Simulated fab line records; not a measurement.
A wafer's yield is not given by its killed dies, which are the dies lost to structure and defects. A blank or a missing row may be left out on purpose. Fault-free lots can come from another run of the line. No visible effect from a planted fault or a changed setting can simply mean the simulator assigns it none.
Which tool did it? ; flow nand_harc ; Sampling: 14 lots, 42 wafers, 4 of 1159 route steps

== WHAT THE GAUGES READ, wafer by wafer ==
Not one reading of a measure or inspect step in the record can be checked against a usual standard deviation.

== TOOL THAT RAN EACH LOT (tool first, then ch and the chambers of the sampled wafers, then the start) ==
lot;NHARC_A_CONTACT_ETCH_120;NHARC_A_CONTACT_PEB_67;NHARC_A_CONTACT_ETCH_75;NHARC_A_CONTACT_ETCH_77
L238;har_cap_etch-02 ch 0,1, day 16 05:02;litho_track-06 ch 0, day 16 09:50;rie_diel-03 ch 0,2, day 16 10:13;rie_diel-03 ch 2,3, no start
L241;har_cap_etch-02 ch 0,1, day 16 16:52;litho_track-01 ch 0, day 16 21:53;rie_diel-03 ch 0,1,3, day 16 22:14;rie_diel-03 ch 1,3, no start
L239;har_cap_etch-03 ch 0,1, day 16 17:03;litho_track-06 ch 0, day 16 22:28;rie_diel-03 ch 0,1, day 16 23:09;rie_diel-03 ch 0,3, no start
L240;har_cap_etch-01 ch 0, day 17 11:06;litho_track-04 ch 0, day 17 15:40;rie_diel-12 ch 1,3, day 17 17:23;rie_diel-12 ch 0,3, no start
L243;har_cap_etch-01 ch 0,1, day 17 22:10;litho_track-04 ch 0, day 18 04:22;rie_diel-03 ch 0,1,3, day 18 04:46;rie_diel-03 ch 1,2,3, no start
L245;har_cap_etch-02 ch 0,1, day 18 03:14;litho_track-06, day 18 10:53;rie_diel-11 ch 0,1,3, day 18 11:15;rie_diel-11 ch 0,2,3, no start
L246;har_cap_etch-03 ch 0,1, day 18 16:14;litho_track-06, day 18 20:55;rie_diel-11 ch 0,3, day 18 21:16;rie_diel-11 ch 0,2, no start
L247;har_cap_etch-02 ch 0,1, day 18 16:38;litho_track-01 ch 0, day 18 21:06;rie_diel-03 ch 0,2,3, day 18 21:27;rie_diel-03 ch 2,3, no start
L254;har_cap_etch-03 ch 0,1, day 20 02:25;litho_track-06 ch 0, day 20 10:14;rie_diel-03 ch 0,1,3, day 20 10:38;rie_diel-03 ch 0,1, no start
L257;har_cap_etch-03 ch 0,1, day 20 08:20;litho_track-01 ch 0, day 20 13:52;rie_diel-11 ch 0,1,2, day 20 14:13;rie_diel-11 ch 1,2, no start
L256;har_cap_etch-02 ch 0,1, day 20 21:46;litho_track-04 ch 0, day 21 02:35;rie_diel-12 ch 0,2,3, day 21 02:56;rie_diel-12 ch 0,1,2, no start
L258;har_cap_etch-03 ch 1, day 21 13:52;litho_track-01 ch 0, day 21 18:32;rie_diel-12 ch 0,2,3, day 21 18:55;rie_diel-12 ch 0,3, no start
L260;har_cap_etch-02 ch 0,1, day 21 14:59;litho_track-06 ch 0, day 21 20:17;rie_diel-12 ch 1,2, day 21 20:38;rie_diel-12 ch 2,3, no start
L259;har_cap_etch-03 ch 0,1, day 22 04:17;litho_track-04 ch 0, day 22 09:31;rie_diel-03 ch 1,2,3, day 22 09:53;rie_diel-03 ch 0,2,3, no start
- NHARC_A_CONTACT_ETCH_120: etches the open film in C4F8/O2/Ar, time 94 s, target depth 922 nm.
- NHARC_A_CONTACT_PEB_67: peb time 65 s.
- NHARC_A_CONTACT_ETCH_75: etches the open film in CF4, target depth 39 nm, time 65 s.
- NHARC_A_CONTACT_ETCH_77: etches the open film in CF4/CHF3, target depth 72.6 nm, time 36.3 s.

== AS READ BY THE TOOLS THEMSELVES (means over the sampled wafers that have a number; for cases with no such wafer, the mark the record gives instead) ==
NHARC_A_CONTACT_ETCH_120. Usual: oes_air_line_au at 1.003 a.u., with a standard deviation of 0.021.
lot;tool;oes_air_line_au (a.u.);flag
L238;har_cap_etch-02;0.989;
L241;har_cap_etch-02;1.033;
L239;har_cap_etch-03;0.976;
L240;har_cap_etch-01;0.989;
L243;har_cap_etch-01;0.975;
L245;har_cap_etch-02;1.018;
L246;har_cap_etch-03;1.002;
L247;har_cap_etch-02;1.003;
L254;har_cap_etch-03;1.004;
L257;har_cap_etch-03;1.009;
L256;har_cap_etch-02;1.008;
L258;har_cap_etch-03;0.987;
L260;har_cap_etch-02;1.003;
L259;har_cap_etch-03;1.004;

NHARC_A_CONTACT_PEB_67. Usual: chill_plate_temp_C 23.01 C, standard deviation 0.13; exhaust_pa 45.0 Pa, standard deviation 0.9.
lot;tool;chill_plate_temp_C (C);exhaust_pa (Pa);flag
L238;litho_track-06;22.92;44.3;
L241;litho_track-01;23.12;45.5;
L239;litho_track-06;23.06;44.7;
L240;litho_track-04;22.90;45.8;
L243;litho_track-04;22.88;46.2;
L245;litho_track-06;-;-;OFF
L246;litho_track-06;-;-;OFF
L247;litho_track-01;23.03;43.9;
L254;litho_track-06;22.95;44.2;
L257;litho_track-01;23.00;44.8;
L256;litho_track-04;22.84;44.3;
L258;litho_track-01;22.89;46.2;
L260;litho_track-06;23.04;44.7;
L259;litho_track-04;23.10;44.9;

NHARC_A_CONTACT_ETCH_75. Usual: cf4_flow_sccm 149.9 sccm, standard deviation 0.45; drypump_motor_current_A 6.0 A, standard deviation 0.39; oes_product_au 1.004 a.u., standard deviation 0.013; rf_vpp_V 151.0 V, standard deviation 1.4; showerhead_plenum_p_Torr 1.76 Torr, standard deviation 0.087; throttle_valve_pct 13.283 %, standard deviation 0.0096.
lot;tool;cf4_flow_sccm (sccm);drypump_motor_current_A (A);oes_product_au (a.u.);rf_vpp_V (V);showerhead_plenum_p_Torr (Torr);throttle_valve_pct (%);flag
L238;rie_diel-03;149.2;5.8;1.015;150.1;1.78;13.281;
L241;rie_diel-03;150.1;6.2;0.997;149.8;1.71;13.281;
L239;rie_diel-03;149.9;5.9;1.005;150.9;1.72;13.281;
L240;rie_diel-12;150.1;5.6;1.002;151.9;1.84;13.284;
L243;rie_diel-03;149.8;6.2;0.997;150.2;1.71;13.286;
L245;rie_diel-11;149.9;6.0;1.001;150.8;1.74;13.276;
L246;rie_diel-11;150.2;6.3;1.000;149.8;1.66;13.276;
L247;rie_diel-03;150.3;6.0;0.996;150.9;1.77;13.276;
L254;rie_diel-03;149.8;6.2;0.991;149.7;1.70;13.285;
L257;rie_diel-11;149.6;5.9;1.014;151.8;1.81;13.281;
L256;rie_diel-12;149.3;5.6;1.013;151.2;1.76;13.286;
L258;rie_diel-12;150.3;5.7;1.008;150.5;1.76;13.278;
L260;rie_diel-12;150.1;5.7;0.995;151.6;1.81;13.282;
L259;rie_diel-03;150.0;6.1;0.999;150.5;1.74;13.291;

NHARC_A_CONTACT_ETCH_77. Usual: cf4_flow_sccm 100.01 sccm, standard deviation 0.3; drypump_motor_current_A 5.9 A, standard deviation 0.39; oes_product_au 0.935 a.u., standard deviation 0.019; rf_vpp_V 370.8 V, standard deviation 2.7; showerhead_plenum_p_Torr 1.58 Torr, standard deviation 0.077; throttle_valve_pct 16.802 %, standard deviation 0.0092.
lot;tool;cf4_flow_sccm (sccm);drypump_motor_current_A (A);oes_product_au (a.u.);rf_vpp_V (V);showerhead_plenum_p_Torr (Torr);throttle_valve_pct (%);flag
L238;rie_diel-03;100.19;5.9;0.962;370.9;1.61;16.801;
L241;rie_diel-03;99.79;6.2;0.924;368.0;1.49;16.797;
L239;rie_diel-03;99.90;6.2;0.942;370.6;1.55;16.801;
L240;rie_diel-12;100.33;5.9;0.919;372.1;1.62;16.800;
L243;rie_diel-03;100.04;6.1;0.918;369.5;1.55;16.809;
L245;rie_diel-11;99.72;6.1;0.921;370.1;1.55;16.803;
L246;rie_diel-11;99.92;6.0;0.971;371.7;1.62;16.809;
L247;rie_diel-03;100.25;6.3;0.921;370.7;1.57;16.800;
L254;rie_diel-03;100.01;6.0;0.931;367.7;1.50;16.805;
L257;rie_diel-11;100.05;6.0;0.941;374.2;1.67;16.800;
L256;rie_diel-12;100.15;5.8;0.928;370.8;1.59;16.807;
L258;rie_diel-12;99.75;5.8;0.972;371.9;1.61;16.793;
L260;rie_diel-12;99.93;5.4;0.937;371.0;1.57;16.807;
L259;rie_diel-03;99.87;6.1;0.926;371.1;1.57;16.795;

== THE ANSWER, worked out from the rows above alone ==
Rule: lot off if the mean of its wafers having a number is beyond 3 standard deviations from the usual mean. A lot without any number at a reading at which 4 lots or more have one is off too. The other lots that the step has rows for count as sound. Order of review: gauges by route order, followed by the tools' own readings, for which a lot's mean as printed above is used. The first step at which some lot is off is used, and at that step the reading that is off furthest; a lot without a number counts as furthest.
Off: L245, L246, at NHARC_A_CONTACT_PEB_67 (chill_plate_temp_C). Without a number there: L245, L246.
If a tool, at that step or one of the process steps before it, ran each lot that is off and ran no sound lot following the first of them, it fits. Of those tried, none fits.

== WHAT THE SIMULATOR PUT IN ==
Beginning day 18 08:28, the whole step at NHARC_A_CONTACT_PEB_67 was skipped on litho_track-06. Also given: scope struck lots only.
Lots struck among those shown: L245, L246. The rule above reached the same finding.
